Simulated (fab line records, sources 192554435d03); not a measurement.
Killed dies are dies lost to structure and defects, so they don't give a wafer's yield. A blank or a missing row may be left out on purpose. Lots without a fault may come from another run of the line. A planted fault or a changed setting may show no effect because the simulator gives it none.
Split-lot experiment | flow n5_finfet | 7 lots, 21 wafers read, on a route of 1938 steps

THE SPLIT
At N5_FIN_SAQP_FIN_ETCH_36 (etches the open film in HBr/Cl2/O2, target depth 120 nm, time 50.4 s), the setting bias_w was moved away from the recipe's 102 W on 9 of the 21 wafers read, by -14.8% to +7.4%. The other wafers ran this setting at the recipe's value.

FROM THE SPLIT TO THE READING: what the file shows between them, 3 steps
- N5_FIN_SAQP_PRECLEAN_38: cleans in O3/DIW, time 45 s
- N5_FIN_SAQP_PRECLEAN_45: cleans in dHF, time 10 s
- N5_FIN_SAQP_SRD_39: time 30 s

THE READING
trench_depth_nm, in nm, at N5_FIN_SAQP_OCD_MEAS_76. Fault-free wafers of this fab line usually give 119.9 nm, standard deviation 1 nm.

wafer  | tool, chamber at the split | bias_w as run, W | against the recipe | trench_depth_nm, nm | against lot-mates on the recipe
L075.1 | rie_si-06, 0               | 102              | recipe             | 118.5               | -
L075.4 | rie_si-06, 2               | 102              | recipe             | 120.2               | -
L075.6 | rie_si-06, 3               | 102              | recipe             | 118.6               | -
L079.1 | rie_si-01, 1               | 109.5            | +7.4%              | 122.6               | no lot-mate on the recipe
L079.2 | rie_si-01, 3               | 109.5            | +7.4%              | 122.8               | no lot-mate on the recipe
L079.5 | rie_si-01, 1               | 109.5            | +7.4%              | 122.4               | no lot-mate on the recipe
L084.3 | rie_si-06, 1               | 102              | recipe             | 120.6               | -
L084.4 | rie_si-06, 3               | 97.11            | -4.8%              | 118.5               | -2.1
L084.6 | rie_si-06, 1               | 97.11            | -4.8%              | 118.4               | -2.2
L085.2 | rie_si-06, 2               | 102              | recipe             | 122.4               | -
L085.5 | rie_si-06, 1               | 95.84            | -6.0%              | 118.4               | -4.0
L085.6 | rie_si-06, 0               | 95.84            | -6.0%              | 119.3               | -3.1
L086.2 | rie_si-03, 2               | 102              | recipe             | 121.3               | -
L086.3 | rie_si-03, 3               | 86.88            | -14.8%             | 115.0               | -6.3
L086.5 | rie_si-03, 0               | 86.88            | -14.8%             | 116.4               | -4.9
L088.2 | rie_si-01, 2               | 102              | recipe             | 119.0               | -
L088.3 | rie_si-01, 1               | 102              | recipe             | 119.4               | -
L088.4 | rie_si-01, 0               | 102              | recipe             | 120.2               | -
L090.2 | rie_si-01, 0               | 102              | recipe             | 119.3               | -
L090.4 | rie_si-01, 1               | 102              | recipe             | 119.9               | -
L090.6 | rie_si-01, 3               | 102              | recipe             | 119.6               | -

THE FIT
A straight line over all 21 wafers: trench_depth_nm changes by +0.299 nm for each +1% of bias_w; r = +0.88; the points scatter about the line by 0.94 nm.
The same after taking each lot's own level away (the mean of its wafers on the recipe; 18 wafers): +0.401 nm for each +1%; r = +0.95; scatter 0.65 nm.
On that fit, the largest move of bias_w shifts the reading by 5.9 nm.
The lots' own levels span 119.10 to 122.40 nm, that is 3.3 times the standard deviation above.
So the lot-to-lot level changes the slope: the two fits differ.
Check: with one of the wafers moved furthest among these (-14.8%) left out of the fit, the line predicts -5.88 nm for it against its lot-mates. It came out at -6.3 nm against them.

OTHER SPLITS ON THESE WAFERS
These wafers also went through other splits before the reading. Each is held against what the fit with the lots' levels taken away leaves over:
other split on the same wafers            | wafers away from the commonest value | r with trench_depth_nm (lot level and that fit taken away)
N5_ZERO_LAYER_EXPOSE_08 dose_mj           | 5                                    | -0.07
N5_PMOS_HMC_CHANNEL_EPI_PEB_07 peb_time_s | 4                                    | -0.10
N5_FIN_SAQP_PEB_14 peb_time_s             | 6                                    | +0.41

THE WHOLE CHAIN: every reading that the file lists as answering this split, in the file's order
step                    | what it does                                                         | reading                                                                            | change (the file's fit)               | r (the file's)
N5_FIN_SAQP_FIN_ETCH_36 | etches the open film in HBr/Cl2/O2, target depth 120 nm, time 50.4 s | etch.depth_nm (the simulator's own value, which no gauge read)                     | +0.382 nm for each +1% of the setting | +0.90
N5_FIN_SAQP_FIN_ETCH_36 | etches the open film in HBr/Cl2/O2, target depth 120 nm, time 50.4 s | FIN_SAQP.feature_depth_nm (the simulator's own value, which no gauge read)         | +0.385 nm for each +1% of the setting | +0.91
N5_FIN_SAQP_FIN_ETCH_36 | etches the open film in HBr/Cl2/O2, target depth 120 nm, time 50.4 s | SiNx_of_FIN_SAQP_HM_DEP_03.thk_nm (the simulator's own value, which no gauge read) | -0.17 nm for each +1% of the setting  | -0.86
N5_FIN_SAQP_OCD_MEAS_76 |                                                                      | trench_depth_nm                                                                    | +0.413 nm for each +1% of the setting | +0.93

THE FILE'S OWN FIT
trench_depth_nm changes by +0.413 nm for each +1% of bias_w, r = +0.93.
